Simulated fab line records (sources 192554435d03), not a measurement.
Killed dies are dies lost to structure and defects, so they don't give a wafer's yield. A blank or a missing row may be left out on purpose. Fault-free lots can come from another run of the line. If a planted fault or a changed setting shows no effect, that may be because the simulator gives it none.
fab line records	flow n5_finfet	part 1 of 2: steps 1 to 4 of 6
record: lots: 23	wafers: 69	last_day: 17
route steps=1938 shown BEOL_M3@1004 BEOL_M4@1037
lots untouched by any fault: they come from a run of this same line in which no faults occurred
start_h: start of the lot's first displayed wafer, in hours after the record's first day	wait_h: hours elapsed since this lot's preceding step	" as in the row above	L1.1+2: a row that stands for several wafers	- no value, or no start was given	* or withheld: withheld	< > ~ a bound
route shown NAME@n: names a module that has steps shown in the file, with the first one's number in the route	usual: the fault-free wafers' mean and standard deviation	same: alike in all rows	chamber/n: place in a boat	sites: per-site readings	_std_site: how widely they spread, as a standard deviation	_edge_site: outer sites' mean less inner sites'	radius_mm: how far each site lies from the wafer's centre	mask NAME#n: copy n	behind: the most recent tool/chamber to have shaped the wafer	hold: the reason the lot was held/the length of the hold in hours/how it ended	device: transistor that didn't switch, given as n, p or np	end of line: the route-end tests of the same wafers	a step given without rows: its recipe and nothing more	killed: dies that structure and defects cost at the first sort, which is not the same as the wafer's yield	map: dies across one wafer; x = killed, . = not, _ = none there
set.NAME: the run value of the setting; set.NAME@STEP: its run value at that earlier step	model.NAME: the simulator's own value behind a step, which no gauge read
the route's steps for a sample of lots (tables are steps, rows are wafers)
services: the hour from which a tool's chamber was out of use, counted from the record's first day as start_h (under 0 if before that day), plus the number of hours and why
== steps ==
step: N5_BEOL_M3_SPUTTER_90
recipe: material: Cu	target_thk_a: 45	temp_c: -20	chamber_pressure_pa: 0.07	power_w: withheld	time_s: 8.29
usual: throttle_valve_pct: 30.0/1.1
lot.wafer	tool	chamber	start_h	wait_h	throttle_valve_pct
L075.2	pvd_sputter-03	-	146.99	0.1	29.6
L075.4	"	-	"	"	31.6
L075.5	"	-	"	"	29.7
L074.1	pvd_sputter-03	-	151.45	0.1	29.6
L074.3	"	-	"	"	31.8
L074.5	"	-	"	"	31.7
L076.1	pvd_sputter-01	-	164.90	0.1	32.1
L076.2	"	-	"	"	30.3
L076.3	"	-	"	"	30.2
L077.1	pvd_sputter-02	-	173.07	0.1	30.8
L077.2	"	-	"	"	28.8
L077.4	"	-	"	"	31.1
L078.1	pvd_sputter-03	-	181.90	0.1	29.9
L078.5	"	-	"	"	31.9
L078.6	"	-	"	"	29.3
L079.2	pvd_sputter-01	-	189.31	0.1	30.3
L079.3	"	-	"	"	27.9
L079.5	"	-	"	"	30.3
L080.2	pvd_sputter-02	-	193.12	0.1	30.9
L080.3	"	-	"	"	28.6
L080.6	"	-	"	"	28.8
L082.1	pvd_sputter-02	-	196.20	0.1	30.7
L082.3	"	-	"	"	29.0
L082.6	"	-	"	"	28.7
L081.1	pvd_sputter-03	-	196.36	0.1	29.7
L081.3	"	-	"	"	29.5
L081.6	"	-	"	"	31.8
L083.3	pvd_sputter-01	-	202.81	0.1	31.8
L083.4	"	-	"	"	29.9
L083.6	"	-	"	"	27.8
L084.1	pvd_sputter-03	-	203.88	0.1	31.8
L084.5	"	-	"	"	29.8
L084.6	"	-	"	"	29.8
L085.1	pvd_sputter-01	-	226.38	0.1	27.8
L085.4	"	-	"	"	30.1
L085.6	"	-	"	"	30.2
L087.1	pvd_sputter-02	-	229.30	0.1	28.8
L087.3	"	-	"	"	30.7
L087.5	"	-	"	"	28.8
L086.1	pvd_sputter-01	-	229.72	0.1	31.7
L086.4	"	-	"	"	30.3
L086.5	"	-	"	"	28.0
L088.1	pvd_sputter-01	-	232.62	0.1	31.9
L088.2	"	-	"	"	27.9
L088.4	"	-	"	"	30.2
L089.1	pvd_sputter-01	-	256.65	0.1	28.2
L089.3	"	-	"	"	30.2
L089.6	"	-	"	"	30.5
L091.4	pvd_sputter-02	-	256.67	0.1	28.6
L091.5	"	-	"	"	28.4
L091.6	"	-	"	"	30.8
L092.1	pvd_sputter-02	-	269.63	0.1	30.9
L092.2	"	-	"	"	28.7
L092.4	"	-	"	"	29.0
L093.1	pvd_sputter-03	-	272.30	0.1	29.8
L093.4	"	-	"	"	29.5
L093.5	"	-	"	"	29.8
L094.4	pvd_sputter-02	-	272.55	0.1	30.5
L094.5	"	-	"	"	30.6
L094.6	"	-	"	"	28.8
L095.1	pvd_sputter-01	-	275.67	0.1	31.7
L095.3	"	-	"	"	30.3
L095.6	"	-	"	"	27.8
L096.1	pvd_sputter-02	-	281.86	0.1	28.7
L096.5	"	-	"	"	30.8
L096.6	"	-	"	"	28.7
L097.1	pvd_sputter-02	-	284.56	0.1	30.5
L097.2	"	-	"	"	29.0
L097.6	"	-	"	"	30.9
step: N5_BEOL_M3_PRE_CLEAN_60
recipe: gas: NH3/H2	time_s: 15	temp_c: *	rf_power_w: 300
usual: heater_power_outer_w: 23/13	heater_power_w: 91/23
lot.wafer	tool	chamber	start_h	wait_h	heater_power_outer_w	heater_power_w
L075.2	cvd_co-01	0	148.50	0.0	29	102
L075.4	"	0	"	"	30	102
L075.5	"	2	"	"	41	132
L074.1	cvd_co-01	2	152.96	0.0	40	131
L074.3	"	0	"	"	29	102
L074.5	"	2	"	"	41	129
L076.1	cvd_co-01	1	166.66	0.0	22	88
L076.2	"	2	"	"	40	131
L076.3	"	0	"	"	29	101
L077.1	cvd_co-02	2	174.63	0.1	28	91
L077.2	"	0	"	"	16	81
L077.4	"	0	"	"	16	80
L078.1	cvd_co-02	0	183.39	0.0	16	82
L078.5	"	1	"	"	1	56
L078.6	"	2	"	"	28	91
L079.2	cvd_co-01	0	190.80	0.0	30	101
L079.3	"	2	"	"	40	132
L079.5	"	0	"	"	30	102
L080.2	cvd_co-02	1	194.60	0.0	1	55
L080.3	"	0	"	"	16	80
L080.6	"	2	"	"	28	92
L082.1	cvd_co-02	2	197.74	0.1	29	91
L082.3	"	1	"	"	1	55
L082.6	"	1	"	"	1	55
L081.1	cvd_co-02	0	197.92	0.0	16	83
L081.3	"	1	"	"	1	54
L081.6	"	2	"	"	28	93
L083.3	cvd_co-01	0	204.32	0.0	30	101
L083.4	"	1	"	"	22	85
L083.6	"	2	"	"	40	134
L084.1	cvd_co-01	1	205.37	0.0	22	87
L084.5	"	1	"	"	22	87
L084.6	"	2	"	"	40	131
L085.1	cvd_co-02	1	227.87	0.0	1	56
L085.4	"	0	"	"	16	82
L085.6	"	1	"	"	1	56
L087.1	cvd_co-02	2	230.79	0.0	28	93
L087.3	"	1	"	"	1	56
L087.5	"	0	"	"	16	82
L086.1	cvd_co-01	2	231.23	0.0	42	128
L086.4	"	1	"	"	22	87
L086.5	"	1	"	"	22	86
L088.1	cvd_co-01	2	234.18	0.1	41	132
L088.2	"	1	"	"	22	87
L088.4	"	1	"	"	22	85
L089.1	cvd_co-01	1	258.13	0.0	23	87
L089.3	"	2	"	"	42	132
L089.6	"	0	"	"	29	103
L091.4	cvd_co-02	1	258.17	0.1	1	55
L091.5	"	2	"	"	29	92
L091.6	"	0	"	"	16	84
L092.1	cvd_co-01	2	271.12	0.0	41	129
L092.2	"	1	"	"	22	85
L092.4	"	2	"	"	43	131
L093.1	cvd_co-02	0	273.78	0.0	16	81
L093.4	"	2	"	"	28	91
L093.5	"	0	"	"	16	81
L094.4	cvd_co-01	0	274.06	0.1	30	104
L094.5	"	2	"	"	42	131
L094.6	"	1	"	"	22	86
L095.1	cvd_co-01	2	277.24	0.0	41	126
L095.3	"	1	"	"	22	84
L095.6	"	1	"	"	22	87
L096.1	cvd_co-02	2	283.40	0.1	28	92
L096.5	"	1	"	"	1	56
L096.6	"	2	"	"	28	95
L097.1	cvd_co-02	1	286.07	0.0	1	57
L097.2	"	2	"	"	29	91
L097.6	"	1	"	"	1	54
step: N5_BEOL_M4_DESCUM_16
recipe: chemistry: O2	time_s: 7	source_power_w: 50	bias_power_w: 20	pressure_mtorr: 20	rf_frequency_hz: 2.712e+07	temp_c: 40	resist: CAR-EUV	o2_flow_sccm: 225
usual: drypump_motor_current_A: 5.9/0.45	oes_product_au: 0.81/0.098	rf_vpp_V: 243.1/1.4	showerhead_plenum_p_Torr: 2.10/0.075	throttle_valve_pct: 20.42/0.25
lot.wafer	tool	chamber	start_h	wait_h	drypump_motor_current_A	oes_product_au	rf_hours_counter_h	rf_vpp_V	showerhead_plenum_p_Torr	throttle_valve_pct
L075.2	rie_diel-05	3	150.46	0.0	5.6	0.72	187	245.2	2.16	20.51
L075.4	"	2	"	"	5.2	0.79	100	242.5	2.03	20.06
L075.5	"	0	"	"	5.5	0.86	-	243.2	2.11	19.72
L074.1	rie_diel-04	2	154.84	0.0	5.9	0.67	238	241.2	2.00	20.49
L074.3	"	3	"	"	5.9	0.72	215	243.4	2.16	20.80
L074.5	"	0	"	"	5.6	0.98	-	242.4	2.05	20.48
L076.1	rie_diel-05	2	169.29	0.0	5.2	0.78	107	242.0	2.03	20.07
L076.2	"	0	"	"	5.5	0.85	49	244.4	2.10	19.72
L076.3	"	3	"	"	5.6	0.71	194	244.4	2.16	20.53
L077.1	rie_diel-05	0	177.90	0.1	5.5	0.84	52	243.5	2.10	19.71
L077.2	"	1	"	"	5.8	0.92	19	241.5	2.06	20.37
L077.4	"	2	"	"	5.2	0.77	111	240.6	2.03	20.10
L078.1	rie_diel-05	3	184.76	0.0	5.6	0.71	200	244.3	2.16	20.53
L078.5	"	2	"	"	5.2	0.77	-	242.3	2.03	20.08
L078.6	"	1	"	"	5.8	0.91	-	242.2	2.05	20.37
L079.2	rie_diel-04	1	194.27	0.2	6.4	0.89	37	244.6	2.23	20.65
L079.3	"	3	"	"	5.9	0.70	-	244.1	2.15	20.82
L079.5	"	3	"	"	6.0	0.70	-	244.2	2.15	20.82
L080.2	rie_diel-03	3	195.71	0.1	6.3	0.70	227	242.9	2.06	20.55
L080.3	"	0	"	"	5.8	0.87	46	240.6	2.03	20.36
L080.6	"	0	"	"	5.8	0.87	-	242.4	2.04	20.35
L082.1	rie_diel-03	2	198.90	0.0	6.6	0.86	59	242.0	2.04	20.25
L082.3	"	0	"	"	5.8	0.87	47	241.6	2.03	20.35
L082.6	"	0	"	"	5.8	0.87	-	241.8	2.03	20.36
L081.1	rie_diel-03	0	199.13	0.1	5.8	0.87	47	241.1	2.03	20.36
L081.3	"	1	"	"	5.1	0.70	230	243.7	2.08	20.53
L081.6	"	0	"	"	5.8	0.86	-	241.7	2.03	20.37
L083.3	rie_diel-04	1	205.32	0.0	6.4	0.86	-	245.4	2.23	20.67
L083.4	"	3	"	"	5.9	0.68	-	244.8	2.15	20.83
L083.6	"	1	"	"	6.4	0.87	-	246.1	2.23	20.65
L084.1	rie_diel-04	1	207.40	0.0	6.4	0.87	45	244.1	2.23	20.65
L084.5	"	3	"	"	6.0	0.69	-	245.0	2.15	20.83
L084.6	"	1	"	"	6.4	0.86	-	245.9	2.23	20.65
L085.1	rie_diel-04	1	230.76	0.0	6.4	0.85	54	246.1	2.23	20.67
L085.4	"	3	"	"	6.0	0.69	245	242.3	2.15	20.85
L085.6	"	2	"	"	5.9	0.97	-	246.4	2.26	20.08
L087.1	rie_diel-03	1	232.64	0.0	5.1	0.69	242	242.7	2.08	20.54
L087.3	"	0	"	"	5.8	0.84	58	240.9	2.03	20.38
L087.5	"	1	"	"	5.1	0.68	-	243.3	2.08	20.55
L086.1	rie_diel-05	3	232.96	0.0	5.7	0.68	217	242.5	2.15	20.55
L086.4	"	2	"	"	5.2	0.75	131	240.8	2.02	20.12
L086.5	"	2	"	"	5.2	0.76	-	241.6	2.02	20.11
L088.1	rie_diel-03	3	237.23	0.0	6.3	0.69	241	241.7	2.06	20.58
L088.2	"	1	"	"	5.1	0.70	242	243.2	2.08	20.57
L088.4	"	2	"	"	6.6	0.83	71	242.4	2.04	20.27
L089.1	rie_diel-05	3	260.36	0.1	5.6	0.69	226	243.7	2.15	20.57
L089.3	"	1	"	"	5.8	0.87	49	243.7	2.05	20.42
L089.6	"	1	"	"	5.8	0.87	-	242.7	2.05	20.43
L091.4	rie_diel-03	1	260.51	0.1	5.1	0.69	-	241.3	2.08	20.58
L091.5	"	3	"	"	6.3	0.68	-	242.2	2.05	20.58
L091.6	"	2	"	"	6.6	0.82	-	242.0	2.04	20.29
L092.1	rie_diel-03	2	274.06	0.0	6.6	0.81	88	241.0	2.03	20.28
L092.2	"	3	"	"	6.3	0.67	258	241.6	2.05	20.61
L092.4	"	2	"	"	6.6	0.81	-	243.0	2.03	20.29
L093.1	rie_diel-04	2	274.95	0.0	5.9	0.93	27	244.8	2.25	20.10
L093.4	"	1	"	"	6.4	0.85	71	244.8	2.22	20.69
L093.5	"	3	"	"	6.0	1.00	-	243.6	2.15	20.40
L094.4	rie_diel-04	3	277.06	0.1	6.0	0.99	1	243.4	2.15	20.39
L094.5	"	0	"	"	5.7	0.88	-	242.0	2.04	20.54
L094.6	"	1	"	"	6.4	0.83	-	245.7	2.22	20.70
L095.1	rie_diel-04	2	278.74	0.0	5.9	0.93	28	246.3	2.25	20.11
L095.3	"	3	"	"	5.9	0.99	1	244.4	2.15	20.42
L095.6	"	2	"	"	5.9	0.92	-	244.5	2.25	20.10
L096.1	rie_diel-03	2	286.21	0.3	6.6	0.80	93	241.8	2.03	20.30
L096.5	"	2	"	"	6.6	0.81	-	242.2	2.03	20.30
L096.6	"	3	"	"	6.3	0.68	-	242.0	2.05	20.61
L097.1	rie_diel-03	3	287.05	0.0	6.3	0.67	264	243.5	2.05	20.61
L097.2	"	2	"	"	6.6	0.81	93	241.2	2.03	20.31
L097.6	"	2	"	"	6.6	0.81	-	242.2	2.03	20.31
step: N5_BEOL_M4_ETCH_63
recipe: chemistry: CF4	target: SiARC	target_depth_a: 156	mask_material: CAR-EUV	time_s: 26	ion_energy_ev: 80	pressure_mtorr: 40	source_w: 545	bias_w: 36	Ar_flow_sccm: 100	cf4_flow_sccm: 100	ends: cleared
usual: drypump_motor_current_A: 5.9/0.45	etch_rf_on_time_s: 25.9/0.63	oes_product_au: 0.69/0.08	rf_vpp_V: 184.2/1.2	showerhead_plenum_p_Torr: 2.15/0.067	throttle_valve_pct: 15.58/0.24
lot.wafer	tool	chamber	start_h	wait_h	drypump_motor_current_A	etch_rf_on_time_s	oes_product_au	rf_hours_counter_h	rf_vpp_V	showerhead_plenum_p_Torr	throttle_valve_pct
L075.2	rie_diel-05	3	150.51	0.0	5.6	25.5	0.63	187	185.2	2.21	15.79
L075.4	"	2	"	"	5.2	26.8	0.68	100	183.5	2.08	15.26
L075.5	"	0	"	"	5.5	25.4	0.75	-	184.7	2.18	15.09
L074.1	rie_diel-04	2	154.89	0.0	5.9	26.3	0.57	238	181.8	2.03	15.62
L074.3	"	3	"	"	5.9	26.5	0.60	215	185.2	2.20	15.95
L074.5	"	0	"	"	5.7	25.5	0.83	-	183.0	2.11	15.61
L076.1	rie_diel-05	2	169.34	0.0	5.2	27.0	0.67	107	182.7	2.08	15.29
L076.2	"	0	"	"	5.4	25.8	0.74	49	185.1	2.18	15.10
L076.3	"	3	"	"	5.6	25.8	0.62	194	185.0	2.21	15.80
L077.1	rie_diel-05	0	177.95	0.0	5.5	25.5	0.74	52	185.3	2.18	15.12
L077.2	"	1	"	"	5.8	27.3	0.77	19	182.7	2.10	15.55
L077.4	"	2	"	"	5.2	26.7	0.66	111	183.6	2.08	15.29
L078.1	rie_diel-05	3	184.81	0.0	5.6	25.5	0.62	200	185.8	2.20	15.80
L078.5	"	2	"	"	5.2	26.8	0.66	-	183.4	2.08	15.30
L078.6	"	1	"	"	5.8	27.2	0.76	-	183.3	2.10	15.55
L079.2	rie_diel-04	1	194.35	0.0	6.4	25.8	0.76	37	185.5	2.26	15.64
L079.3	"	3	"	"	5.9	26.7	0.59	-	183.6	2.20	15.97
L079.5	"	3	"	"	5.9	26.6	0.59	-	184.6	2.20	15.95
L080.2	rie_diel-03	3	195.76	0.0	6.3	25.0	0.60	227	183.7	2.11	15.76
L080.3	"	0	"	"	5.8	25.6	0.73	46	183.2	2.09	15.51
L080.6	"	0	"	"	5.8	25.5	0.73	-	184.2	2.09	15.50
L082.1	rie_diel-03	2	198.95	0.0	6.6	25.9	0.72	59	182.6	2.10	15.42
L082.3	"	0	"	"	5.8	25.3	0.75	47	183.2	2.09	15.51
L082.6	"	0	"	"	5.8	25.5	0.74	-	183.7	2.09	15.52
L081.1	rie_diel-03	0	199.18	0.0	5.8	25.6	0.74	47	183.2	2.09	15.50
L081.3	"	1	"	"	5.1	25.5	0.61	230	184.0	2.12	15.71
L081.6	"	0	"	"	5.8	25.6	0.74	-	183.1	2.09	15.52
L083.3	rie_diel-04	1	205.40	0.0	6.4	25.7	0.75	-	185.5	2.25	15.65
L083.4	"	3	"	"	6.0	26.4	0.59	-	183.7	2.19	15.99
L083.6	"	1	"	"	6.4	25.8	0.75	-	185.8	2.25	15.66
L084.1	rie_diel-04	1	207.45	0.0	6.4	26.0	0.74	45	185.7	2.25	15.67
L084.5	"	3	"	"	5.9	26.6	0.58	-	184.3	2.19	15.98
L084.6	"	1	"	"	6.4	26.1	0.74	-	185.7	2.25	15.65
L085.1	rie_diel-04	1	230.81	0.0	6.4	25.8	0.74	54	186.9	2.25	15.68
L085.4	"	3	"	"	6.0	26.4	0.58	245	184.9	2.19	16.01
L085.6	"	2	"	"	5.9	25.8	0.83	-	186.2	2.28	15.14
L087.1	rie_diel-03	1	232.69	0.0	5.2	25.2	0.61	242	183.5	2.11	15.73
L087.3	"	0	"	"	5.8	25.6	0.72	58	184.0	2.08	15.54
L087.5	"	1	"	"	5.2	25.0	0.61	-	184.6	2.11	15.72
L086.1	rie_diel-05	3	233.01	0.0	5.6	25.9	0.60	217	184.5	2.20	15.83
L086.4	"	2	"	"	5.2	27.1	0.65	131	184.5	2.07	15.33
L086.5	"	2	"	"	5.2	27.3	0.64	-	182.7	2.07	15.33
L088.1	rie_diel-03	3	237.28	0.0	6.2	25.5	0.59	241	182.1	2.11	15.81
L088.2	"	1	"	"	5.1	25.4	0.61	242	183.5	2.11	15.72
L088.4	"	2	"	"	6.6	26.1	0.69	71	184.1	2.09	15.43
L089.1	rie_diel-05	3	260.41	0.0	5.6	26.0	0.59	226	185.2	2.19	15.88
L089.3	"	1	"	"	5.8	27.5	0.71	49	182.1	2.09	15.61
L089.6	"	1	"	"	5.8	27.5	0.71	-	183.4	2.09	15.60
L091.4	rie_diel-03	1	260.55	0.0	5.2	25.6	0.59	-	184.0	2.11	15.73
L091.5	"	3	"	"	6.3	25.6	0.59	-	184.6	2.11	15.81
L091.6	"	2	"	"	6.6	26.4	0.68	-	182.9	2.09	15.45
L092.1	rie_diel-03	2	274.11	0.0	6.6	26.1	0.68	88	182.1	2.09	15.48
L092.2	"	3	"	"	6.3	25.1	0.59	258	184.0	2.10	15.84
L092.4	"	2	"	"	6.6	26.1	0.68	-	182.9	2.09	15.46
L093.1	rie_diel-04	2	275.00	0.0	5.9	25.3	0.80	27	185.0	2.27	15.15
L093.4	"	1	"	"	6.4	25.7	0.72	71	184.7	2.24	15.71
L093.5	"	3	"	"	6.0	25.6	0.85	-	185.1	2.19	15.49
L094.4	rie_diel-04	3	277.11	0.0	5.9	25.8	0.84	1	186.1	2.19	15.48
L094.5	"	0	"	"	5.7	25.7	0.76	-	183.1	2.10	15.70
L094.6	"	1	"	"	6.4	25.8	0.72	-	184.4	2.25	15.71
L095.1	rie_diel-04	2	278.79	0.0	5.9	25.5	0.79	28	184.6	2.27	15.18
L095.3	"	3	"	"	5.9	26.0	0.84	1	183.9	2.19	15.48
L095.6	"	2	"	"	5.9	25.6	0.79	-	186.2	2.27	15.17
L096.1	rie_diel-03	2	286.26	0.0	6.6	25.8	0.68	93	182.4	2.09	15.46
L096.5	"	2	"	"	6.6	25.8	0.68	-	181.8	2.09	15.49
L096.6	"	3	"	"	6.3	24.8	0.59	-	184.5	2.10	15.83
L097.1	rie_diel-03	3	287.10	0.0	6.3	25.0	0.58	264	182.2	2.10	15.83
L097.2	"	2	"	"	6.6	25.9	0.68	93	184.0	2.09	15.48
L097.6	"	2	"	"	6.6	25.9	0.67	-	183.4	2.09	15.47
